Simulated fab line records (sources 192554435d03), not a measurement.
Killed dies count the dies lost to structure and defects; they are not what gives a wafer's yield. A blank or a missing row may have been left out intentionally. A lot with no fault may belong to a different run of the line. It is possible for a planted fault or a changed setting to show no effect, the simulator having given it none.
Lot-split experiment + flow n5 finfet + route with 1938 steps; 7 lots, 21 wafers read

== ON THE SPLIT ==
At N5_BEOL_M3_TRENCH_ETCH_37 (etches SiOC in C4F6/O2, target depth 55.555 nm, time 29.2 s), the setting time s was moved away from the recipe's 29.2 s on 3 of the 21 wafers read, by +22.0% to +22.2%. The other wafers ran this setting at the recipe's value.

== FROM THE SPLIT TO THE READING: what the file shows between them, 2 steps ==
- N5_BEOL_M3_ETCH_41: etches SiCN in CH3F/O2, target depth 29.9 nm, time 52.5 s
- N5_BEOL_M3_STRIP_97: strips in N2/H2, time 10 s

== THE READING ==
trench depth nm, in nm, at N5_BEOL_M3_OCD_MEAS_38. On this fab line, fault-free wafers typically give 55.0 nm with a standard deviation of 0.97 nm.

| wafer  | tool, chamber at the split | time s as run, s | against the recipe | trench depth nm, nm | against lot-mates on the recipe |
|--------|----------------------------|------------------|--------------------|---------------------|---------------------------------|
| L076.1 | rie diel-01, 0             | 29.2             | recipe             | 55.5                | -                               |
| L076.3 | rie diel-01, 3             | 29.2             | recipe             | 55.3                | -                               |
| L076.6 | rie diel-01, 0             | 29.2             | recipe             | 56.0                | -                               |
| L079.2 | rie diel-01, 0             | 29.2             | recipe             | 54.4                | -                               |
| L079.3 | rie diel-01, 3             | 29.2             | recipe             | 54.7                | -                               |
| L079.5 | rie diel-01, 0             | 29.2             | recipe             | 54.9                | -                               |
| L080.2 | rie diel-02, 0             | 29.2             | recipe             | 56.5                | -                               |
| L080.4 | rie diel-02, 1             | 29.2             | recipe             | 55.0                | -                               |
| L080.6 | rie diel-02, 0             | 29.2             | recipe             | 56.6                | -                               |
| L084.3 | rie diel-01, 3             | 29.2             | recipe             | 55.2                | -                               |
| L084.4 | rie diel-01, 0             | 29.2             | recipe             | 55.2                | -                               |
| L084.6 | rie diel-01, 1             | 29.2             | recipe             | 54.8                | -                               |
| L088.2 | rie diel-02, 2             | 29.2             | recipe             | 54.8                | -                               |
| L088.4 | rie diel-02, 3             | 29.2             | recipe             | 54.9                | -                               |
| L088.6 | rie diel-02, 0             | 35.68            | +22.2%             | 67.7                | +12.9                           |
| L094.1 | rie diel-05, 2             | 35.61            | +22.0%             | 65.2                | +10.1                           |
| L094.3 | rie diel-05, 3             | 29.2             | recipe             | 55.1                | -                               |
| L094.5 | rie diel-05, 3             | 35.61            | +22.0%             | 67.0                | +11.9                           |
| L097.1 | rie diel-02, 2             | 29.2             | recipe             | 56.0                | -                               |
| L097.2 | rie diel-02, 0             | 29.2             | recipe             | 55.9                | -                               |
| L097.6 | rie diel-02, 3             | 29.2             | recipe             | 53.9                | -                               |

FIT RESULTS
A straight line over all 21 wafers: trench depth nm changes by +0.516 nm for each +1% of time s; r = +0.98; the points scatter about the line by 0.78 nm.
The same after taking each lot's own level away (the mean of its wafers on the recipe; 21 wafers): +0.527 nm for each +1%; r = +0.99; scatter 0.67 nm.
On that fit, the largest move of time s shifts the reading by 12 nm.
The span of the lots' own levels, 54.67 to 56.03 nm, comes to 1.4 times the standard deviation stated above.
The two slopes agree, so the slope changes little with the lot-to-lot level.
Check: for one of the wafers moved furthest among these (+22.2%), held out of the fit, the line's prediction against its lot-mates is +11.1 nm. It came out at +12.9 nm against them.

== OTHER SPLITS APPLIED TO THESE WAFERS ==
Note: prior to the reading, these wafers also went through further splits. Each is held against what the fit with the lots' levels taken away leaves over:
| other split on the same wafers | wafers away from the commonest value | r with trench depth nm (lot level and that fit taken away) |
|--------------------------------|--------------------------------------|------------------------------------------------------------|
| N5_BEOL_M2_EXPOSE_08 dose mj   | 6                                    | -0.21                                                      |

== THE WHOLE CHAIN: every reading that the file lists as answering this split, in the file's order ==
| step                      | what it does                                                | reading                                                                   | change (the file's fit)               | r (the file's) |
|---------------------------|-------------------------------------------------------------|---------------------------------------------------------------------------|---------------------------------------|----------------|
| N5_BEOL_M3_TRENCH_ETCH_37 | etches SiOC in C4F6/O2, target depth 55.555 nm, time 29.2 s | BEOL_M3.feature depth nm (the simulator's own value, which no gauge read) | +0.555 nm for each +1% of the setting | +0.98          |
| N5_BEOL_M3_TRENCH_ETCH_37 | etches SiOC in C4F6/O2, target depth 55.555 nm, time 29.2 s | etch.depth nm (the simulator's own value, which no gauge read)            | +0.557 nm for each +1% of the setting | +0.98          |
| N5_BEOL_M3_OCD_MEAS_38    |                                                             | trench depth nm                                                           | +0.539 nm for each +1% of the setting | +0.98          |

== THE FILE'S OWN FIT ==
trench depth nm changes by +0.539 nm for each +1% of time s, r = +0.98.
